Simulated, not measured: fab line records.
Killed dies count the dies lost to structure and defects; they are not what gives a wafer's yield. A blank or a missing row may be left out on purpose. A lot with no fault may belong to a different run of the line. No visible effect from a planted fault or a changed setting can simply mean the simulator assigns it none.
Chamber matching ; flow nandHarc ; pecvd-02 running NHARC_P_CONTACT_DEP_30: 3 sister chambers
The step deposits SiNx, target thk 30 nm. 3 wafers are shown with their chamber, then 8 later ones without.

## EACH WAFER AND ITS CHAMBER
wafer;chamber;heaterPowerW (W)
L086.2;1;581
L086.3;2;777
L090.1;0;832

## WAFERS WITH NO CHAMBER GIVEN
wafer;heaterPowerW (W)
L090.4;626
L090.5;849
L094.1;561
L094.3;790
L094.6;778
L096.2;622
L096.4;821
L096.5;828

## EACH ONE'S CHAMBER
wafer;from the rows above;in truth
L090.4;1;1
L090.5;0;0
L094.1;1;1
L094.3;can't be placed: 2 or 0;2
L094.6;2;2
L096.2;1;1
L096.4;can't be placed: 0 or 2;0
L096.5;can't be placed: 0 or 2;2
Correct placement for 5 of the 8. Cannot be placed on the basis of these rows: 3; the candidates contain the true chamber in 3. 0 placed wrongly.
How it was worked out, from the rows above alone: a wafer's distance from a chamber is the root of the sum, over the readings, of the square of ((its reading less the chamber's mean) divided by the reading's scatter). If the next closest chamber is less than 2 further off than the closest, the wafer can't be placed; otherwise it belongs to the closest. Each chamber's mean is taken over the wafers shown for it. The scatter: root of mean squared gap, hidden wafer to nearest shown wafer, with one shown wafer a chamber.
